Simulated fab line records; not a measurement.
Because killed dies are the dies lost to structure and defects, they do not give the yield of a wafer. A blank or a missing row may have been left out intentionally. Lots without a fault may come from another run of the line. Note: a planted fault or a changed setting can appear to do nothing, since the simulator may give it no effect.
Split-lot trial	flow n5_finfet	21 wafers read across 7 lots, on a route 1938 steps long

## ON THE SPLIT
At N5_BEOL_M10_ETCH_41 (etches SiCN in CH3F/O2, target depth 42.6 nm, time 86 s), the setting source_w was moved away from the recipe's 395 W on 6 of the 21 wafers read, by +8.6% to +15.1%. All remaining wafers had this setting at the recipe value.

The reading comes from the split's own step.

## THE READING
rf_vpp_V, in V, at N5_BEOL_M10_ETCH_41 (etches SiCN in CH3F/O2, target depth 42.6 nm, time 86 s). A value of 296.8 V with a standard deviation of 1.5 V is what fault-free wafers of this fab line usually give.

wafer	tool, chamber at the split	source_w as run, W	against the recipe	rf_vpp_V, V	against lot-mates on the recipe
L074.1	rie_diel-05, 3	395	recipe	295.6	-
L074.2	rie_diel-05, 2	395	recipe	295.8	-
L074.6	rie_diel-05, 3	395	recipe	293.9	-
L076.1	rie_diel-01, 2	429	+8.6%	288.7	no lot-mate on the recipe
L076.2	rie_diel-01, 0	429	+8.6%	289.6	no lot-mate on the recipe
L076.3	rie_diel-01, 1	429	+8.6%	288.3	no lot-mate on the recipe
L082.1	rie_diel-05, 0	395	recipe	297.7	-
L082.4	rie_diel-05, 3	395	recipe	295.2	-
L082.6	rie_diel-05, 2	395	recipe	294.3	-
L087.4	rie_diel-05, 2	395	recipe	294.1	-
L087.5	rie_diel-05, 3	395	recipe	295.8	-
L087.6	rie_diel-05, 0	395	recipe	295.4	-
L089.1	rie_diel-02, 1	435.6	+10.3%	290.4	-8.4
L089.2	rie_diel-02, 2	395	recipe	298.8	-
L089.4	rie_diel-02, 0	435.6	+10.3%	285.6	-13.2
L094.1	rie_diel-01, 0	454.5	+15.1%	284.4	-14.5
L094.3	rie_diel-01, 3	395	recipe	299.1	-
L094.5	rie_diel-01, 3	395	recipe	298.6	-
L095.2	rie_diel-05, 2	395	recipe	296.6	-
L095.4	rie_diel-05, 1	395	recipe	296.0	-
L095.6	rie_diel-05, 2	395	recipe	296.6	-

FIT RESULTS
A straight line over all 21 wafers: rf_vpp_V changes by -0.812 V for each +1% of source_w; r = -0.93; the points scatter about the line by 1.7 V.
The same after taking each lot's own level away (the mean of its wafers on the recipe; 18 wafers): -1 V for each +1%; r = -0.97; scatter 1.2 V.
The reading moves by 15 V for the largest change in source_w, on that fit.
From 295.10 to 298.85 V: that is the span of the lots' own levels, equal to 2.5 times the standard deviation above.
So the lot-to-lot level changes the slope: the two fits differ.
Check: with one of the wafers moved furthest among these (+15.1%) left out of the fit, the line predicts -15.8 V for it against its lot-mates. It came out at -14.5 V against them.
Tool readings at the split's step, against how far the setting was moved: rf_vpp_V r = -0.93.

## OTHER SPLITS APPLIED TO THESE WAFERS
Before the reading, these wafers also passed through other splits. Each is held against what the fit with the lots' levels taken away leaves over:
other split on the same wafers	wafers away from the commonest value	r with rf_vpp_V (lot level and that fit taken away)
N5_BEOL_M10_COAT_22 spin_rpm	5	-0.37
N5_BEOL_M10_TRENCH_ETCH_37 source_w	5	+0.40

## THE FILE'S OWN FIT
rf_vpp_V changes by -0.988 V for each +1% of source_w, r = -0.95.
